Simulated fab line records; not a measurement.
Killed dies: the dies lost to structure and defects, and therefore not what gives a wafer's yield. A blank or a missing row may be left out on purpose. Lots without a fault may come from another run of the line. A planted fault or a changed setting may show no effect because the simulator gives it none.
fab line records	flow n5Finfet
record: lots: 4	wafers: 12	lastDay: 18
route steps=1938 shown BEOL_M4@1099 BEOL_M5@1112 BEOL_M9@1423 PASSIVATION@1936
lots that met no fault: from a run of the same line without faults
startH: hours from the record's first day to the start of the lot's first wafer shown	waitH: hours elapsed since this lot's preceding step	" same as the row above	L1.1+2: a row that stands for several wafers	- either no value or no given start	* or withheld: withheld	< > ~ a bound
route shown NAME@n: names a module that has steps shown in the file, with the first one's number in the route	usual: average and standard deviation across the fault-free wafers	same: alike in all rows	chamber/n: place in a boat	sites: per-site readings	_std_site: standard deviation of those values	_edge_site: inner sites' mean taken away from outer sites' mean	radiusMm: how far each site lies from the wafer's centre	mask NAME#n: copy n	behind: tool/chamber where the wafer was last shaped	hold: the reason the lot was held/the length of the hold in hours/how it ended	device: whichever transistor did not switch (one of n, p or np)	end of line: the route-end tests of the same wafers	for a step that has no rows: nothing shown but its recipe	killed: at the first sort, the dies lost to defects and structure; wafer yield is something else	map: a wafer's dies, x killed, . not, _ none there
set.NAME: the setting as run; set.NAME@STEP: as run at that earlier step	model.NAME: the simulator's own value behind a step, which no gauge read
a table for each step, a row for each wafer; lots at some steps of the route
services: the hour from which a tool's chamber was out of use, counted from the record's first day as startH (under 0 if before that day), plus the number of hours and why
== steps ==
step: N5_BEOL_M4_ANNEAL_95
recipe: tempC: 400	timeS: 240	ambient: vacuum
step: N5_BEOL_M4_SPUTTER_96
recipe: material: Cu	targetThkA: 45	tempC: -20	chamberPressurePa: 0.07	powerW: withheld	timeS: 8.29
step: N5_BEOL_M4_ECD_50
recipe: material: Cu	targetThkA: 3000
step: N5_BEOL_M4_ANNEAL_51
recipe: tempC: 225	timeS: 90	ambient: N2
step: N5_BEOL_M4_CMP_52
recipe: stopOn: SiOC	tOverpolishS: 6.8	downForcePsi: 1	platenRpm: 50	clearingPlatenDownForcePsi: 1.5	clearingPlatenRpm: 50	postCmpClean: cuAlkaline	targetThkNm: 40	clearingPlatenPadVelocityMS: 0.99484	padVelocityMS: 0.99484
step: N5_BEOL_M4_PRE_CLEAN_60
recipe: gas: NH3/H2	timeS: 15	tempC: *	rfPowerW: 300
step: N5_BEOL_M4_CO_CAP_55
recipe: material: Co	targetThkA: 20	tempC: 200	precursor: CCTBA/H2	pressureTorr: 30	timeS: 102.1
step: N5_BEOL_M4_PRE_CLEAN_56
recipe: gas: NH3	timeS: 15	tempC: withheld	rfPowerW: 300
step: N5_BEOL_M4_DEP_57
recipe: material: SiCN	targetThkA: 80	tempC: withheld	precursor: 3MS/NH3	pressureTorr: 3	rfW: 202	timeS: 14
step: N5_BEOL_M4_RC_MEAS_101
usual: DIBL_N: 36.5/1.4	DIBL_P: 36.5/1.6	IOFF_N: 0.163/0.022	IOFF_P: 0.219/0.029	ION_N: 675/8.3	ION_P: 464/6.2	SS_N: 71.5/0.52	SS_P: 73.4/0.57	VT_N: 249.7/2.6	VT_P: -250/3
lot.wafer	tool	chamber	startH	waitH	DIBL_N[mV/V]	DIBL_P[mV/V]	IOFF_N[nA/um]	IOFF_P[nA/um]	ION_N[uA/um]	ION_P[uA/um]	SS_N[mV/dec]	SS_P[mV/dec]	VT_N[mV]	VT_P[mV]
L658.1	prober-01	0	183.17	0.0	35.1	35.4	0.143	0.181	667	453	70.8	73.2	250.3	-253
L658.2	"	0	"	"	35.9	36.8	0.167	0.206	674	459	72.0	73.4	246.6	-252
L658.5	"	0	"	"	34.9	34.7	0.136	0.169	661	455	71.5	73.3	251.5	-255
L675.2	prober-02	0	285.92	0.2	37.7	37.0	0.170	0.215	675	453	71.4	73.0	249.1	-250
L675.5	"	0	"	"	37.2	36.8	0.177	0.218	685	464	71.9	73.8	246.9	-251
L675.6	"	0	"	"	37.3	36.4	0.182	0.223	681	464	71.8	72.6	246.4	-249
L676.2	prober-02	0	290.83	0.2	37.7	36.4	0.165	0.218	668	456	71.3	74.6	249.7	-251
L676.3	"	0	"	"	37.4	36.4	0.161	0.229	673	466	71.7	73.8	249.1	-247
L676.4	"	0	"	"	38.7	37.4	0.177	0.240	679	467	71.8	74.0	246.7	-248
L679.3	prober-02	0	317.03	0.3	36.0	35.2	0.146	0.213	671	470	72.1	73.3	251.6	-248
L679.5	"	0	"	"	36.0	35.6	0.148	0.219	673	463	71.5	73.5	250.7	-249
L679.6	"	0	"	"	34.4	32.7	0.123	0.188	675	471	70.1	73.1	250.2	-250
step: N5_BEOL_M5_ILD_DEP_00
recipe: material: SiCOH_lowk	targetThkA: 1406.4	tempC: 300	precursor: DEMS/porogen	pressureTorr: 5	rfW: 500	timeS: 25.9
step: N5_BEOL_M5_CURE_79
recipe: tempC: 385	timeS: 240	ambient: He/Ar	material: SiCOH_lowk
step: N5_BEOL_M5_PECVD_70
recipe: material: SiO2	targetThkA: 160	tempC: 400	precursor: TEOS/O2	pressureTorr: 5.5	rfW: 450	teosFlowSccm: 53.8	gas: O2	flowSccm: 3000	timeS: 18
step: N5_BEOL_M5_HM_DEP_02
recipe: material: TiN	targetThkA: 200	tempC: 25	chamberPressurePa: 0.49996
step: N5_BEOL_M5_COAT_59
recipe: resist: SOC	tempC: 250	timeS: 60	spinRpm: 1500	resistThkNm: 60
step: N5_BEOL_M5_COAT_60
recipe: resist: SiARC	tempC: 220	timeS: 60	spinRpm: 1500	resistThkNm: 12
step: N5_BEOL_M5_COAT_71
recipe: resist: underlayer	tempC: 205	timeS: 60	spinRpm: 1500	resistThkNm: 5
step: N5_BEOL_M5_COAT_05
recipe: resist: CAR-EUV	spinRpm: 1500	resistThkNm: 30
step: N5_BEOL_M5_EBR_07
recipe: solvent: PGMEA	ebrWidthMm: 1.5
step: N5_BEOL_M5_SOFTBAKE_06
recipe: tempC: 110	timeS: 60	resist: CAR-EUV
step: N5_BEOL_M5_EXPOSE_08
recipe: maskId: M5	na: 0.33	sourceShape: annular	sigmaInner: 0.4	sigmaOuter: 0.8	polarization: unpolarized	targetCdNm: 28	doseMj: 35.75
step: N5_BEOL_M5_PEB_09
recipe: pebTempC: 100	pebTimeS: 60	resist: CAR-EUV
step: N5_BEOL_M5_DEVELOP_10
recipe: developTimeS: 30	developer: TMAH	resist: CAR-EUV	rinseLiquid: surfactantRinse	dry: airSpin	devTempC: 23
step: N5_BEOL_M5_DESCUM_16
recipe: chemistry: O2	timeS: 7	sourcePowerW: 50	biasPowerW: 20	pressureMtorr: 20	rfFrequencyHz: 2.712e+07	tempC: 40	resist: CAR-EUV	o2FlowSccm: 225
step: N5_BEOL_M5_ETCH_72
recipe: chemistry: N2/H2	target: underlayer	targetDepthA: 65	maskMaterial: CAR-EUV	timeS: 5.2	ionEnergyEv: 200	pressureMtorr: 30	sourceW: 840	biasW: 150	n2FlowSccm: 200	h2FlowSccm: 200	ends: cleared
step: N5_BEOL_M5_ETCH_61
recipe: chemistry: CF4	target: SiARC	targetDepthA: 156	maskMaterial: CAR-EUV	timeS: 26	ionEnergyEv: 80	pressureMtorr: 40	sourceW: 545	biasW: 36	Ar_flow_sccm: 100	cf4FlowSccm: 100	ends: cleared
step: N5_BEOL_M5_ETCH_62
recipe: chemistry: N2/H2	target: SOC	targetDepthA: 750	overetchA: 150	maskMaterial: SiARC	tempC: 40	timeS: 112.5	ionEnergyEv: 200	pressureMtorr: 30	sourceW: 840	biasW: 150	n2FlowSccm: 200	h2FlowSccm: 200
step: N5_BEOL_M5_STRIP_63
recipe: chemistry: N2/H2	tempC: 40	n2FlowSccm: 200	h2FlowSccm: 200	rfFrequencyHz: 6e+07
step: N5_BEOL_M5_STRIP_73
recipe: chemistry: N2/H2	tempC: 40	n2FlowSccm: 200	h2FlowSccm: 200	rfFrequencyHz: 6e+07
step: N5_BEOL_M5_STRIP_64
recipe: chemistry: CF4	resist: SiARC	powerW: 300	biasPowerW: 75	pressureMtorr: 50	cf4FlowSccm: 150	rfFrequencyHz: 6e+07
step: N5_BEOL_M5_HM_OPEN_17
recipe: chemistry: Cl2/BCl3	targetDepthA: 200	overetchA: 60	target: TiN	maskMaterial: SOC	ionEnergyEv: 150	pressureMtorr: 10	icpW: 1000	biasW: 126	Cl2_flow_sccm: 53.25	bcl3FlowSccm: 21.75	Ar_flow_sccm: 25
step: N5_BEOL_M5_STRIP_19
recipe: chemistry: O2	powerW: 400	tempC: 40	pressureMtorr: 30	rfFrequencyHz: 6e+07	biasPowerW: 0	overashFraction: 0.2	o2FlowSccm: 225
step: N5_BEOL_M5_COAT_65
recipe: resist: SOC	tempC: 250	timeS: 60	spinRpm: 1500	resistThkNm: 60
step: N5_BEOL_M5_COAT_66
recipe: resist: SiARC	tempC: 220	timeS: 60	spinRpm: 1500	resistThkNm: 12
step: N5_BEOL_M9_STRIP_19
recipe: chemistry: O2	powerW: 400	tempC: 40	pressureMtorr: 30	rfFrequencyHz: 6e+07	biasPowerW: 0	overashFraction: 0.2	o2FlowSccm: 225
usual: biasPowerW: 0/0	chamberPressureMTorr: 30.00/0.049	drypumpMotorCurrentA: 5.8/0.34	oesProductAu: 0.81/0.09	rfVppV: 3.6/0.63	showerheadPlenumPTorr: 2.09/0.054	throttleValvePct: 16.68/0.28
lot.wafer	tool	chamber	startH	waitH	biasPowerW	chamberPressureMTorr	drypumpMotorCurrentA	oesProductAu	rfHoursCounterH	rfVppV	showerheadPlenumPTorr	throttleValvePct	model.SOC_of_BEOL_M9_COAT_59.thkNm
L658.1	rieDiel-04	1	225.08	0.1	0	29.99	5.5	0.67	235	3.2	2.16	16.79	0
L658.2	"	2	"	"	0	29.98	5.7	0.79	117	2.5	2.02	16.64	0
L658.5	"	2	"	"	0	29.98	5.6	0.80	-	3.6	2.02	16.64	0
L675.2	rieDiel-04	0	328.25	0.1	-	-	-	-	-	-	-	-	92.2
L675.5	"	3	"	"	-	-	-	-	-	-	-	-	92.2
L675.6	"	2	"	"	-	-	-	-	-	-	-	-	92
L676.2	rieDiel-03	1	337.03	0.2	-	-	-	-	-	-	-	-	92.2
L676.3	"	0	"	"	-	-	-	-	-	-	-	-	92.2
L676.4	"	2	"	"	-	-	-	-	-	-	-	-	92
L679.3	rieDiel-04	2	357.90	0.2	0	29.99	5.6	0.76	156	3.4	2.00	16.71	0
L679.5	"	0	"	"	0	30.01	6.3	0.85	-	4.7	2.04	16.82	0
L679.6	"	1	"	"	0	29.99	5.5	0.99	-	4.8	2.15	16.38	0
step: N5_BEOL_M9_ETCH_66
recipe: chemistry: N2/H2	target: SOC	targetDepthA: 800	overetchA: 160	maskMaterial: SiARC	tempC: 40	timeS: 120	ionEnergyEv: 200	pressureMtorr: 30	sourceW: 840	biasW: 150	n2FlowSccm: 200	h2FlowSccm: 200
usual: biasW: 150.0/0.46	drypumpMotorCurrentA: 5.8/0.34	oesProductAu: 0.62/0.065	rfVppV: 524.1/1.9	showerheadPlenumPTorr: 2.55/0.06	throttleValvePct: 17.83/0.29
lot.wafer	tool	chamber	startH	waitH	biasW	drypumpMotorCurrentA	oesProductAu	rfHoursCounterH	rfVppV	showerheadPlenumPTorr	throttleValvePct	model.etch.depthNm
L658.1	rieDiel-06	3	226.53	0.0	148.7	5.8	0.68	20	526.5	2.60	17.42	59.89
L658.2	"	1	"	"	150.1	5.9	0.53	232	523.7	2.50	18.34	59.89
L658.5	"	3	"	"	149.2	5.8	0.68	-	527.0	2.60	17.40	59.88
L675.2	rieDiel-03	0	329.04	0.0	150.4	5.6	0.82	91	522.9	2.46	17.35	96.12
L675.5	"	3	"	"	150.2	6.4	0.72	-	525.8	2.62	17.78	95.26
L675.6	"	2	"	"	150.0	6.3	0.86	-	521.9	2.46	17.69	97.93
L676.2	rieDiel-06	2	337.81	0.0	149.7	5.2	0.77	130	525.4	2.55	18.13	95.36
L676.3	"	3	"	"	150.6	5.8	0.84	55	525.0	2.58	17.50	96.21
L676.4	"	0	"	"	149.8	5.7	0.88	28	524.3	2.60	17.55	97.15
L679.3	rieDiel-04	2	358.61	0.0	150.1	5.7	0.58	156	521.1	2.44	18.00	60.03
L679.5	"	1	"	"	150.1	5.5	0.74	-	527.1	2.60	17.61	60.05
L679.6	"	2	"	"	150.5	5.7	0.58	-	521.5	2.44	18.01	59.9
step: N5_BEOL_M9_VIA_ETCH_34
recipe: chemistry: C4F6/O2	target: SiCOH_lowk	targetDepthA: 1824	maskMaterial: SOC	taperDeg: 4	timeS: 68.4	ionEnergyEv: 250	pressureMtorr: 30	sourceW: 345	biasW: 185	Ar_flow_sccm: 300	C4F6_flow_sccm: 10	O2_flow_sccm: 10
usual: biasW: 185.0/0.55	drypumpMotorCurrentA: 5.8/0.34	mfcArSccm: 300.1/0.8	oes_f_703_au: 0.81/0.086	oesProductAu: 0.81/0.09	rfVppV: 666/8.7	showerheadPlenumPTorr: 2.85/0.064	throttleValvePct: 20.89/0.29
lot.wafer	tool	chamber	startH	waitH	biasW	drypumpMotorCurrentA	mfcArSccm	oes_f_703_au	oesProductAu	rfHoursCounterH	rfVppV	showerheadPlenumPTorr	throttleValvePct
L658.1	rieDiel-06	3	226.63	0.0	185.3	5.8	298.8	0.90	0.90	20	657	2.89	20.44
L658.2	"	1	"	"	185.8	5.9	300.5	0.69	0.69	232	678	2.81	21.43
L658.5	"	3	"	"	185.1	5.8	300.2	0.90	0.90	-	657	2.89	20.42
L675.2	rieDiel-03	0	329.14	0.0	185.1	5.6	302.1	0.82	0.32	91	659	2.76	20.25
L675.5	"	3	"	"	184.5	6.3	300.6	0.73	0.27	-	659	2.94	20.74
L675.6	"	2	"	"	185.3	6.3	300.9	0.87	0.32	-	653	2.77	20.53
L676.2	rieDiel-06	2	337.91	0.0	185.5	5.2	300.0	0.77	0.29	130	674	2.84	20.97
L676.3	"	3	"	"	184.3	5.8	299.6	0.85	0.31	55	655	2.88	20.33
L676.4	"	0	"	"	185.0	5.8	299.4	0.88	0.33	28	673	2.90	20.43
L679.3	rieDiel-04	2	358.71	0.0	183.9	5.6	299.8	0.77	0.77	156	654	2.73	20.96
L679.5	"	1	"	"	185.3	5.6	298.4	0.99	0.99	-	656	2.91	20.67
L679.6	"	2	"	"	184.6	5.6	299.6	0.78	0.77	-	657	2.73	20.96
step: N5_PASSIVATION_PROBE_49
usual: defectLimitedYield: 91.2/1.6	killed_at_M0_to_M3: 33/11	killed_at_M4_up: 15/6.2	killedAtContacts: 15/7.1	killedAtFrontEnd: 38/12	killedAtOther: 4/3.5	killedDies: 104/19	killedOnRim: 14/4	killedOpen: 69/14	killedShort: 34/8.5	sort_bin_5_function: 5.2/0.99	sort_bin_6_memory: 3.3/0.77	sortNPass: 1076/19	sortYieldPct: 91.2/1.6
same: grossDies: 1180	killedAtBackSide: 0	sort_bin_4_leakage[%]: 0	sort_bin_8_speed[%]: 0
lot.wafer	tool	chamber	startH	waitH	defectLimitedYield[%]	killed_at_M0_to_M3	killed_at_M4_up	killedAtContacts	killedAtFrontEnd	killedAtOther	killedDies	killedOnRim	killedOpen	killedShort	sort_bin_5_function[%]	sort_bin_6_memory[%]	sortNPass	sortYieldPct[%]
L658.1	prober-01	-	288.14	0.0	95.0	9	12	12	22	4	59	5	37	21	3.3	1.4	1121	95.0
L658.2	prober-01	-	288.19	0.1	90.3	25	17	20	39	13	114	14	72	42	5.5	3.8	1066	90.3
L658.5	prober-01	-	288.34	0.2	92.9	14	6	22	36	6	84	14	54	29	4.0	2.8	1096	92.9
L675.2	prober-02	-	387.45	0.1	0	27	1092	11	46	4	1180	152	65	35	96.2	3.4	0	0
L675.5	prober-02	-	387.60	0.2	0	45	1071	12	50	2	1180	152	68	50	95.8	3.9	0	0
L675.6	prober-02	-	387.65	0.3	0	32	1084	8	56	0	1180	152	84	26	96.4	3.4	0	0
L676.2	prober-01	-	398.85	0.1	0	35	1079	18	36	12	1180	152	67	49	95.7	3.8	0	0
L676.3	prober-01	-	398.90	0.1	0	35	1084	14	43	4	1180	152	72	31	96.7	3.0	0	0
L676.4	prober-01	-	398.95	0.2	0	25	1095	4	51	5	1180	152	61	34	96.7	3.0	0	0
killed by level:class
L658.1 MOL_CONTACT_COAG:geometricParticle:open=9 FIN_SAQP:geometricParticle:short=6 FIN_SAQP:geometricParticle:open=5 MOL_CONTACT_COAG:geometricParticle:short=3 BEOL_M1:geometricParticle:open=3 BEOL_M4:geometricParticle:short=3 DUMMY_GATE:geometricParticle:open=2 SPACER0:geometricParticle:short=2
L658.2 MOL_CONTACT_COAG:geometricParticle:open=16 FIN_SAQP:geometricParticle:open=15 BEOL_M4:geometricParticle:open=11 FIN_SAQP:geometricParticle:short=10 BEOL_M0_SAQP:geometricParticle:open=8 PAD_METAL:geometricParticle:short=6 BEOL_M0_SAQP:geometricParticle:short=5 BEOL_M1:geometricParticle:open=5
L658.5 MOL_CONTACT_COAG:geometricParticle:open=15 FIN_SAQP:geometricParticle:open=9 STI_FIN_REVEAL:geometricParticle:open=7 MOL_CONTACT_COAG:geometricParticle:short=7 FIN_SAQP:geometricParticle:short=5 BEOL_M0_SAQP:geometricParticle:short=5 STARTING-WAFER:geometricParticle:short=5 PAD_METAL:geometricParticle:open=4
L675.2 BEOL_M9:areaEtch=1079 MOL_CONTACT_COAG:geometricParticle:open=9 FIN_SAQP:geometricParticle:short=8 STI_FIN_REVEAL:geometricParticle:open=8 BEOL_M1:geometricParticle:open=7 DUMMY_GATE:geometricParticle:open=6 BEOL_M0_SAQP:geometricParticle:open=6 FIN_SAQP:geometricParticle:open=5
L675.5 BEOL_M9:areaEtch=1061 BEOL_M0_SAQP:geometricParticle:short=23 STI_FIN_REVEAL:geometricParticle:open=14 DUMMY_GATE:geometricParticle:open=11 MOL_CONTACT_COAG:geometricParticle:open=9 FIN_SAQP:geometricParticle:short=8 BEOL_M2:geometricParticle:open=8 BEOL_M0_SAQP:geometricParticle:open=7
L675.6 BEOL_M9:areaEtch=1067 STI_FIN_REVEAL:geometricParticle:open=25 BEOL_M0_SAQP:geometricParticle:open=9 MOL_CONTACT_COAG:geometricParticle:open=8 BEOL_M0_SAQP:geometricParticle:short=7 FIN_SAQP:geometricParticle:open=6 FIN_SAQP:geometricParticle:short=6 BEOL_M4:geometricParticle:open=6
L676.2 BEOL_M9:areaEtch=1062 MOL_CONTACT_COAG:geometricParticle:open=11 FIN_SAQP:geometricParticle:short=9 BEOL_M2:geometricParticle:open=9 MOL_CONTACT_COAG:geometricParticle:short=7 GATE_CUT:geometricParticle:short=6 BEOL_M1:geometricParticle:open=6 BEOL_M0_SAQP:geometricParticle:short=5
L676.3 BEOL_M9:areaEtch=1075 FIN_SAQP:geometricParticle:open=14 MOL_CONTACT_COAG:geometricParticle:open=12 BEOL_M2:geometricParticle:open=9 FIN_SAQP:geometricParticle:short=7 BEOL_M1:geometricParticle:open=7 BEOL_M3:geometricParticle:open=7 STI_FIN_REVEAL:geometricParticle:open=6
L676.4 BEOL_M9:areaEtch=1084 STI_FIN_REVEAL:geometricParticle:open=10 FIN_SAQP:geometricParticle:short=9 BEOL_M4:geometricParticle:open=7 GATE_CUT:geometricParticle:open=6 BEOL_M1:geometricParticle:open=6 FIN_SAQP:geometricParticle:open=5 GATE_CUT:geometricParticle:short=5
map L675.2 (x killed, . not)
_________________xxxxxxxxxxxx________________
______________xxxxxxxxxxxxxxxxxx_____________
___________xxxxxxxxxxxxxxxxxxxxxxxx__________
__________xxxxxxxxxxxxxxxxxxxxxxxxxx_________
________xxxxxxxxxxxxxxxxxxxxxxxxxxxxxx_______
_______xxxxxxxxxxxxxxxxxxxxxxxxxxxxxxxx______
______xxxxxxxxxxxxxxxxxxxxxxxxxxxxxxxxxx_____
_____xxxxxxxxxxxxxxxxxxxxxxxxxxxxxxxxxxxx____
____xxxxxxxxxxxxxxxxxxxxxxxxxxxxxxxxxxxxxx___
___xxxxxxxxxxxxxxxxxxxxxxxxxxxxxxxxxxxxxxxx__
___xxxxxxxxxxxxxxxxxxxxxxxxxxxxxxxxxxxxxxxx__
__xxxxxxxxxxxxxxxxxxxxxxxxxxxxxxxxxxxxxxxxxx_
__xxxxxxxxxxxxxxxxxxxxxxxxxxxxxxxxxxxxxxxxxx_
_xxxxxxxxxxxxxxxxxxxxxxxxxxxxxxxxxxxxxxxxxxxx
_xxxxxxxxxxxxxxxxxxxxxxxxxxxxxxxxxxxxxxxxxxxx
_xxxxxxxxxxxxxxxxxxxxxxxxxxxxxxxxxxxxxxxxxxxx
_xxxxxxxxxxxxxxxxxxxxxxxxxxxxxxxxxxxxxxxxxxxx
_xxxxxxxxxxxxxxxxxxxxxxxxxxxxxxxxxxxxxxxxxxxx
_xxxxxxxxxxxxxxxxxxxxxxxxxxxxxxxxxxxxxxxxxxxx
_xxxxxxxxxxxxxxxxxxxxxxxxxxxxxxxxxxxxxxxxxxxx
_xxxxxxxxxxxxxxxxxxxxxxxxxxxxxxxxxxxxxxxxxxxx
__xxxxxxxxxxxxxxxxxxxxxxxxxxxxxxxxxxxxxxxxxx_
__xxxxxxxxxxxxxxxxxxxxxxxxxxxxxxxxxxxxxxxxxx_
___xxxxxxxxxxxxxxxxxxxxxxxxxxxxxxxxxxxxxxxx__
___xxxxxxxxxxxxxxxxxxxxxxxxxxxxxxxxxxxxxxxx__
____xxxxxxxxxxxxxxxxxxxxxxxxxxxxxxxxxxxxxx___
_____xxxxxxxxxxxxxxxxxxxxxxxxxxxxxxxxxxxx____
______xxxxxxxxxxxxxxxxxxxxxxxxxxxxxxxxxx_____
_______xxxxxxxxxxxxxxxxxxxxxxxxxxxxxxxx______
________xxxxxxxxxxxxxxxxxxxxxxxxxxxxxx_______
__________xxxxxxxxxxxxxxxxxxxxxxxxxx_________
___________xxxxxxxxxxxxxxxxxxxxxxxx__________
______________xxxxxxxxxxxxxxxxxx_____________
_________________xxxxxxxxxxxx________________
map L676.2 (x killed, . not)
_________________xxxxxxxxxxxx________________
______________xxxxxxxxxxxxxxxxxx_____________
___________xxxxxxxxxxxxxxxxxxxxxxxx__________
__________xxxxxxxxxxxxxxxxxxxxxxxxxx_________
________xxxxxxxxxxxxxxxxxxxxxxxxxxxxxx_______
_______xxxxxxxxxxxxxxxxxxxxxxxxxxxxxxxx______
______xxxxxxxxxxxxxxxxxxxxxxxxxxxxxxxxxx_____
_____xxxxxxxxxxxxxxxxxxxxxxxxxxxxxxxxxxxx____
____xxxxxxxxxxxxxxxxxxxxxxxxxxxxxxxxxxxxxx___
___xxxxxxxxxxxxxxxxxxxxxxxxxxxxxxxxxxxxxxxx__
___xxxxxxxxxxxxxxxxxxxxxxxxxxxxxxxxxxxxxxxx__
__xxxxxxxxxxxxxxxxxxxxxxxxxxxxxxxxxxxxxxxxxx_
__xxxxxxxxxxxxxxxxxxxxxxxxxxxxxxxxxxxxxxxxxx_
_xxxxxxxxxxxxxxxxxxxxxxxxxxxxxxxxxxxxxxxxxxxx
_xxxxxxxxxxxxxxxxxxxxxxxxxxxxxxxxxxxxxxxxxxxx
_xxxxxxxxxxxxxxxxxxxxxxxxxxxxxxxxxxxxxxxxxxxx
_xxxxxxxxxxxxxxxxxxxxxxxxxxxxxxxxxxxxxxxxxxxx
_xxxxxxxxxxxxxxxxxxxxxxxxxxxxxxxxxxxxxxxxxxxx
_xxxxxxxxxxxxxxxxxxxxxxxxxxxxxxxxxxxxxxxxxxxx
_xxxxxxxxxxxxxxxxxxxxxxxxxxxxxxxxxxxxxxxxxxxx
_xxxxxxxxxxxxxxxxxxxxxxxxxxxxxxxxxxxxxxxxxxxx
__xxxxxxxxxxxxxxxxxxxxxxxxxxxxxxxxxxxxxxxxxx_
__xxxxxxxxxxxxxxxxxxxxxxxxxxxxxxxxxxxxxxxxxx_
___xxxxxxxxxxxxxxxxxxxxxxxxxxxxxxxxxxxxxxxx__
___xxxxxxxxxxxxxxxxxxxxxxxxxxxxxxxxxxxxxxxx__
____xxxxxxxxxxxxxxxxxxxxxxxxxxxxxxxxxxxxxx___
_____xxxxxxxxxxxxxxxxxxxxxxxxxxxxxxxxxxxx____
______xxxxxxxxxxxxxxxxxxxxxxxxxxxxxxxxxx_____
_______xxxxxxxxxxxxxxxxxxxxxxxxxxxxxxxx______
________xxxxxxxxxxxxxxxxxxxxxxxxxxxxxx_______
__________xxxxxxxxxxxxxxxxxxxxxxxxxx_________
___________xxxxxxxxxxxxxxxxxxxxxxxx__________
______________xxxxxxxxxxxxxxxxxx_____________
_________________xxxxxxxxxxxx________________
== services ==
tool	chamber	startH	hours	kind
rieDiel-04	3	206.29	13.1	repair
rieDiel-06	0	255.87	-	clean
rieDiel-06	0	255.87	-	consumableReplace:focusRing
rieDiel-06	0	255.87	11.8	scheduledDown
rieDiel-06	0	255.87	11.8	ventCycle
rieDiel-03	0	268.67	3.8	repair
rieDiel-04	0	271.49	3.0	repair
rieDiel-04	0	283.51	6.1	repair
rieDiel-06	1	286.23	-	clean
rieDiel-06	1	286.23	-	consumableReplace:focusRing
rieDiel-06	1	286.23	25.2	scheduledDown
rieDiel-06	1	286.23	25.2	ventCycle
rieDiel-04	2	291.59	9.0	repair
rieDiel-04	1	299.71	3.5	repair
rieDiel-04	1	303.62	-	clean
rieDiel-04	1	303.62	-	consumableReplace:focusRing
rieDiel-04	1	303.62	33.7	scheduledDown
rieDiel-04	1	303.62	33.7	ventCycle
rieDiel-04	3	313.50	3.9	repair
rieDiel-04	2	319.23	6.4	repair
== key ==
firstSign: step: N5_BEOL_M9_STRIP_19	reading: toolRecord	direction: missing
effect: step: N5_BEOL_M9_ETCH_66	reading: oesProductAu	direction: up	sigmas: 3	usual: 0.62	struck: 0.81
effect: step: N5_BEOL_M9_VIA_ETCH_34	reading: oesProductAu	direction: down	sigmas: 5.5	usual: 0.81	struck: 0.31
effect: step: N5_PASSIVATION_PROBE_49	reading: killed_at_M4_up	direction: up	sigmas: 99+	usual: 15	struck: 1084
modelEffect: step: N5_BEOL_M9_STRIP_19	value: SOC_of_BEOL_M9_COAT_59.thkNm	without: 0	struck: 92.13
modelEffect: step: N5_BEOL_M9_ETCH_66	value: etch.depthNm	without: 60.1	struck: 96.34
moreKillsBornAt: N5_BEOL_M9_ETCH_66@rieDiel-06: 3221	N5_BEOL_M9_ETCH_66@rieDiel-03: 3207
metAt N5_BEOL_M9_STRIP_19
struckWafers L675.2,L675.5,L675.6,L676.2,L676.3,L676.4
laterRowsLeftOut L675.2,L675.5,L675.6,L676.2,L676.3,L676.4
onsetBetween 225.08 328.25
fault: kind: skippedStepWhole	tool: rieDiel-03,rieDiel-04	chamber: -	onsetH: 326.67	steps: N5_BEOL_M9_STRIP_19	scope: struckLotsOnly
laterRowsLeftOut: the simulator's readings of these wafers behind a module that went badly wrong aren't trusted and aren't shown, but for the sort
